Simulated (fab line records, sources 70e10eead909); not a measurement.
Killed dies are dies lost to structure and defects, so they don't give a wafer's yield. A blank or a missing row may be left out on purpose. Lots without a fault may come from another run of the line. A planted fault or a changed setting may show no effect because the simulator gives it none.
A struck lot beside a sound one | flow nand_harc | 15 steps out of a route of 1159
Sound: wafers L111.3, L111.5, L111.6. Struck: wafer L117.4. (L117.3, L117.6 of the same lot were not struck and are left out.) The cause comes at the end.
At each step with rows: each side's tool, then ch and its chambers, then its first start. Under that, the readings that differ: sound wafers | struck wafers | difference of the means | sigmas: that difference in standard deviations of wafers without a fault.
alike: readings whose means differ by less than 2 such deviations, and words and numbers that are the same on both sides. not compared: withheld readings, readings that some wafer has no value for, bounds like >300 that may hide the same value, and numbers for which the record gives no deviation and whose values overlap.
The two part at a step that has a row with sigmas, a row that says differs or no value, or rows on one side only. Numbers that don't overlap but have no deviation are shown without sigmas and don't part them. A reading that every wafer of one side lacks parts them only if that side has two wafers or more.

first, 8 steps without rows for these wafers: NHARC_P_BONDPAD_HMDS_02 (time 30 s); NHARC_P_BONDPAD_COAT_36 (time 65 s); NHARC_P_BONDPAD_COAT_03 (resist thk 600 nm); NHARC_P_BONDPAD_SOFTBAKE_04 (time 70 s); NHARC_P_BONDPAD_EBR_05; NHARC_P_BONDPAD_EXPOSE_06 (exposes mask P BPAD); NHARC_P_BONDPAD_PEB_07 (peb time 80 s); NHARC_P_BONDPAD_DEVELOP_08 (time 50 s).
NHARC_P_BONDPAD_CD_MEAS_09: target cd 500 nm.
  sound on cd_sem-03 ch 0, day 7 18:09; struck on cd_sem-01 ch 0, day 9 11:37
  alike: cd_nm
NHARC_P_BONDPAD_OVL_MEAS_38:
  sound on overlay-01, day 7 18:14; struck on overlay-01, day 9 11:43
  reading           | sound       | struck | difference | sigmas
  overlay_y_nm (nm) | -10 -10 -10 | 14     | +24        | +4
  alike: overlay_x_nm
then, 1 step without rows for these wafers: NHARC_P_BONDPAD_HARDBAKE_10 (time 65 s).
NHARC_P_BONDPAD_DESCUM_11: chemistry O2, time 3 s.
  sound on rie_diel-06 ch 2,3, day 7 18:21; struck on rie_diel-04 ch 1, day 9 11:51
  reading                         | sound          | struck | difference | sigmas
  showerhead_plenum_p_Torr (Torr) | 2.03 2.03 2.02 | 1.88   | -0.15      | -3
  alike: drypump_motor_current_A, oes_product_au, rf_vpp_V, throttle_valve_pct
  not compared: rf_hours_counter_h
NHARC_P_BONDPAD_ETCH_37: etches the open film in N2/H2, target depth 60 nm, overetch 18 nm, time 65.91 s.
  sound on rie_diel-06 ch 1,2, day 7 18:26; struck on rie_diel-04 ch 0, day 9 11:55
  reading               | sound             | struck | difference | sigmas
  oes_product_au (a.u.) | 0.997 1.000 0.979 | 0.843  | -0.149     | -15
  alike: bias_w, drypump_motor_current_A, rf_vpp_V, showerhead_plenum_p_Torr, throttle_valve_pct
  not compared: rf_hours_counter_h
NHARC_P_BONDPAD_ETCH_12: etches the open film in CHF3/O2, target depth 200 nm, time 100 s.
  sound on rie_diel-06 ch 0,1,3; struck on rie_diel-04 ch 3
  alike: bias_w, drypump_motor_current_A, oes_product_au, rf_vpp_V, showerhead_plenum_p_Torr, throttle_valve_pct
  not compared: rf_hours_counter_h
then, 1 step without rows for these wafers: NHARC_END_SORT_01.

WHERE THEY PART
First at NHARC_P_BONDPAD_OVL_MEAS_38; last, within this record, at NHARC_P_BONDPAD_ETCH_37. Later steps at which nothing parts them and some readings are alike: NHARC_P_BONDPAD_ETCH_12.

WHY: what the simulator had put in
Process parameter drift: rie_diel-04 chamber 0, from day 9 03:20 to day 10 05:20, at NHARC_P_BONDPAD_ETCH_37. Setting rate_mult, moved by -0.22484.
